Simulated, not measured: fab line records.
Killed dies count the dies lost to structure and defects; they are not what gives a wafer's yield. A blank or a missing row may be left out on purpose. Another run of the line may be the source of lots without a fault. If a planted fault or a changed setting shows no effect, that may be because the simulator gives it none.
Matching of chambers -- flow nand harc -- NHARC_A_STAIRCASE_CMP_450 on cmp-03: 4 sister chambers
The step polishes SiO2, target thk 200 nm. 8 wafers are shown with their chamber, then 9 later ones without.

== WAFERS PAIRED WITH THEIR CHAMBERS ==
wafer,chamber,motor current A (A)
L074.5,2,10.5
L079.2,2,10.2
L085.4,1,13.9
L087.1,1,13.5
L087.4,0,13.7
L090.3,3,10.5
L090.5,0,13.1
L090.6,3,10.9

== WAFERS WHOSE CHAMBER IS MISSING ==
wafer,motor current A (A)
L093.1,10.8
L093.4,13.2
L093.5,10.7
L094.1,10.6
L094.3,13.4
L094.5,10.7
L096.1,13.4
L096.4,11.1
L096.5,10.6

== CHAMBER TAKEN BY EACH ==
wafer,from the rows above,in truth
L093.1,can't be placed: 3 or 2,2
L093.4,can't be placed: 0 or 1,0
L093.5,can't be placed: 3 or 2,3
L094.1,can't be placed: 3 or 2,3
L094.3,can't be placed: 0 or 1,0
L094.5,can't be placed: 3 or 2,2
L096.1,can't be placed: 0 or 1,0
L096.4,can't be placed: 3 or 2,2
L096.5,can't be placed: 3 or 2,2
Placed correctly: 0 of 9. Not placeable from these rows: 9 (in 9, the candidates include the true chamber). Placed wrongly: 0.
How it was worked out, from the rows above alone: a wafer's distance from a chamber is the root of the sum, over the readings, of the square of ((its reading less the chamber's mean) divided by the reading's scatter). The wafer belongs to the nearest chamber; if the next one is less than 2 further off, it can't be placed. For every chamber, the mean is computed from those of its wafers that are shown. How the scatter is found: for the shown wafers, subtract from each reading the mean of its chamber, square and add these, divide the total by (wafers less chambers), then take the root.
